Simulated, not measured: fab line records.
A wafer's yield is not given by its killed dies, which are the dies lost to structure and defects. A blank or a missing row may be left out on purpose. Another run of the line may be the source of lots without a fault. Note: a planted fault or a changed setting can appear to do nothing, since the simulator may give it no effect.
Lot-split experiment ; flow n5-finfet ; 21 wafers read across 7 lots, on a route 1938 steps long

## THE SPLIT
At N5_BEOL_M15_ILD_DEP_00 (deposits SiO2 from TEOS/O2, target thk 1629.3 nm, time 346.1 s), the setting time-s was moved away from the recipe's 346.1 s on 10 of the 21 wafers read, by -14.2% to +7.4%. This setting was run at the recipe's value on the other wafers.

Between the split and the reading, the file records no step.

## THE READING
M15_ILD_THK, in nm, at N5_BEOL_M15_THK_MEAS_01. A value of 1628 nm with a standard deviation of 20 nm is what fault-free wafers of this fab line usually give.

wafer;tool, chamber at the split;time-s as run, s;against the recipe;M15_ILD_THK, nm;against lot-mates on the recipe
L079.3;pecvd-01, 0;346.1;recipe;1628;-
L079.4;pecvd-01, 1;371.1;+7.2%;1762;+134
L079.5;pecvd-01, 0;371.1;+7.2%;1782;+154
L087.2;pecvd-03, 0;346.1;recipe;1630;-
L087.4;pecvd-03, 2;346.1;recipe;1654;-
L087.5;pecvd-03, 1;314.4;-9.2%;1515;-127
L089.2;pecvd-01, 2;346.1;recipe;1610;-
L089.5;pecvd-01, 0;371.6;+7.4%;1754;+141
L089.6;pecvd-01, 1;346.1;recipe;1616;-
L091.1;pecvd-03, 1;315.7;-8.8%;1483;-163
L091.4;pecvd-03, 1;346.1;recipe;1646;-
L091.6;pecvd-03, 2;315.7;-8.8%;1492;-154
L093.2;pecvd-01, 1;296.8;-14.2%;1370;-247
L093.5;pecvd-01, 2;346.1;recipe;1617;-
L093.6;pecvd-01, 1;296.8;-14.2%;1390;-227
L094.3;pecvd-03, 2;346.1;recipe;1582;-
L094.4;pecvd-03, 0;346.1;recipe;1636;-
L094.5;pecvd-03, 2;346.1;recipe;1599;-
L097.1;pecvd-03, 1;368.3;+6.4%;1690;+76
L097.3;pecvd-03, 2;368.3;+6.4%;1691;+77
L097.5;pecvd-03, 1;346.1;recipe;1614;-

THE FIT
A straight line over all 21 wafers: M15_ILD_THK changes by +16.1 nm for each +1% of time-s; r = +0.98; the points scatter about the line by 25 nm.
The same after taking each lot's own level away (the mean of its wafers on the recipe; 21 wafers): +16.7 nm for each +1%; r = +0.99; scatter 19 nm.
On that fit, the largest move of time-s shifts the reading by 2.4e+02 nm.
The lots' own levels span 1605.7 to 1646.0 nm, that is 2.0 times the standard deviation above.
So the lot-to-lot level changes the slope little: the two slopes agree.
Check: -235 nm against its lot-mates is what the line predicts for one of the wafers moved furthest among these (-14.2%) when that wafer is left out of the fit. It came out at -247 nm against them.

## OTHER SPLITS ON THESE WAFERS
Note: prior to the reading, these wafers also went through further splits. Each is held against what the fit with the lots' levels taken away leaves over:
other split on the same wafers;wafers away from the commonest value;r with M15_ILD_THK (lot level and that fit taken away)
N5_BEOL_M12_CMP_49 down-force-psi;6;+0.19
N5_BEOL_M13_TRENCH_ETCH_34 time-s;7;-0.14

## THE WHOLE CHAIN: every reading that the file lists as answering this split, in the file's order
step;what it does;reading;change (the file's fit);r (the file's)
N5_BEOL_M15_ILD_DEP_00;deposits SiO2 from TEOS/O2, target thk 1629.3 nm, time 346.1 s;SiO2_of_BEOL_M15_ILD_DEP_00.thk-nm (the simulator's own value, which no gauge read);+16.6 nm for each +1% of the setting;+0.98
N5_BEOL_M15_THK_MEAS_01;;M15_ILD_THK;+16.6 for each +1% of the setting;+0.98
N5_BEOL_M15_VIA_ETCH_16;etches SiO2 in C4F8/O2/Ar, target depth 1792.2 nm;etch.depth-nm (the simulator's own value, which no gauge read);+16.6 nm for each +1% of the setting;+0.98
N5_BEOL_M15_ETCH_38;etches SiCN in CF4/N2, target depth 106.4 nm, time 120.5 s;SiO2_of_BEOL_M15_ILD_DEP_00.thk-nm (the simulator's own value, which no gauge read);+16.5 nm for each +1% of the setting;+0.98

## THE FILE'S OWN FIT
M15_ILD_THK changes by +16.6 nm for each +1% of time-s, r = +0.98.
